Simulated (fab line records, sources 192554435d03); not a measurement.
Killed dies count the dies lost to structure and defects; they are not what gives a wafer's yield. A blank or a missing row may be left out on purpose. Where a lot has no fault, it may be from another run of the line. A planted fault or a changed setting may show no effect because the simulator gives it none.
Problem report, 8D (eight disciplines) form, completed by code + flow n5 finfet + the parts of the form that need people (team, actions taken, sign-off) are left out

== 1. WHAT IS WRONG ==
etch rf on time s at N5_FIN_SAQP_ETCH_57 reads a mean of 73.4 s on 1 wafer of 1 lot; wafers without a fault read 46.3 s with a standard deviation of 0.81. That puts it +33 standard deviations away from the usual mean.
The step: etches SiNx in CH3F/O2, target depth 32.5 nm, time 46.4 s.
Earliest sighting: wafer L738.5 on rie diel-04 at day 4 01:28. At this step, 27 wafers from 9 lots have a number in the record. Rule for "out" (also "out of limits"): further than 4 standard deviations from the usual mean. Any other wafer with a number is counted as sound.

== 2. WHAT IT IS AND WHAT IT IS NOT ==
| question                    | is                | is not                                                                                          |
|-----------------------------|-------------------|-------------------------------------------------------------------------------------------------|
| which readings at this step | etch rf on time s | drypump motor current A, oes product au, rf vpp V, showerhead plenum p Torr, throttle valve pct |
| which lots                  | L738              | L732, L733, L734, L736, L737, L740, L752, L753                                                  |
| which wafers of those lots  | L738.5            | L738.2, L738.3                                                                                  |
| read on which tools         | rie diel-04       | rie diel-01, rie diel-05                                                                        |
| when                        | from day 4 01:28  | up to then (17 sound wafers); but 9 sound wafers of L740, L752, L753 came after                 |

== 3. SUSPECTS, AND WHAT RULES EACH OUT ==
Counting: a tool at a process step up to the reading stays a suspect if it ran every lot that is out. Sound lots after the first of them don't rule it out here, since some wafers of a struck lot are sound.
- pecvd-04 at N5_FIN_SAQP_PECVD_48 (deposits SiNx from SiH4/NH3/N2, target thk 25 nm, time 22.1 s): kept. It processed L738, the lot that is out, at day 3 21:55, and its most recent sound lot before then was L737 at day 3 16:14.
- ald sin-02 at N5_FIN_SAQP_SPACER1_ALD_24 (deposits SiO2, target thk 20.3 nm, pulse time 1 s, purge time 2 s): kept. It processed L738, the lot that is out, at day 3 23:44, and its most recent sound lot before then was L733 at day 2 17:01.
- rie diel-04 at N5_FIN_SAQP_SPACER1_ETCHBACK_25 (etches SiO2 in CHF3/O2, target depth 24.4 nm, time 12.2 s): kept. It processed L738, the lot that is out, at day 4 01:10, and its most recent sound lot before then was L737 at day 3 18:44.
- rie diel-04 at N5_FIN_SAQP_ETCH_57 (etches SiNx in CH3F/O2, target depth 32.5 nm, time 46.4 s): kept. It processed L738, the lot that is out, at day 4 01:28, and its most recent sound lot before then was L733 at day 2 18:08. Its own etch rf on time s readings are out on those wafers.
- Within ald sin-02 at N5_FIN_SAQP_SPACER1_ALD_24: the wafers that are out ran in chamber 1; their sound lot-mates ran in chambers 2, 3.
- Within rie diel-04 at N5_FIN_SAQP_SPACER1_ETCHBACK_25: the wafers that are out ran in chamber 3; their sound lot-mates ran in chambers 0, 1.
Left after counting: pecvd-04 at N5_FIN_SAQP_PECVD_48, ald sin-02 at N5_FIN_SAQP_SPACER1_ALD_24, rie diel-04 at N5_FIN_SAQP_SPACER1_ETCHBACK_25, rie diel-04 at N5_FIN_SAQP_ETCH_57.

== 4. THE CAUSE (what the simulator had put in) ==
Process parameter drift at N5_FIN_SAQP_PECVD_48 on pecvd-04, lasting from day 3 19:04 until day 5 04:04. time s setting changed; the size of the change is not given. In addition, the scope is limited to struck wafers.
This tool is one of the 4 suspects left after counting.

== 5. THE EFFECT CHAIN, in route order ==
Each row: a reading where the mean over the struck wafers with a number is more than 3 standard deviations away from the usual. Readings are gone through only where the record gives a usual standard deviation; hours: the median, over the lots, of the time from a lot's start at the first step in this table giving one to that lot's start at this step; sigmas: the change measured in usual standard deviations.
| hours | step                | reading           | usual  | on struck wafers | change | sigmas |
|-------|---------------------|-------------------|--------|------------------|--------|--------|
| 0     | N5_FIN_SAQP_ETCH_57 | etch rf on time s | 46.3 s | 73.4             | +27.1  | +33    |
Here are the process steps it includes:
- N5_FIN_SAQP_ETCH_57: etches SiNx in CH3F/O2, target depth 32.5 nm, time 46.4 s.
Later steps that measure or inspect, where all struck wafers having a row at the step show a number for every such reading and not one has moved that far: N5_BEOL_M4_RC_MEAS_101.

== 6. HOW IT WOULD HAVE BEEN CAUGHT EARLIER ==
First out-of-limits reading in this record: day 4 01:28, which is 6 hours after fault onset at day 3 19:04.
An alarm limit of 4 standard deviations would not have fired on the tool readings at N5_FIN_SAQP_PECVD_48 for which the record gives a usual standard deviation, since none of them was out on any struck wafer.
Each of the lots that are out, 1 in all, had begun N5_FIN_SAQP_PECVD_48 on pecvd-04 no later than day 4 01:28. None of them would have been spared by holding the tool at that moment.
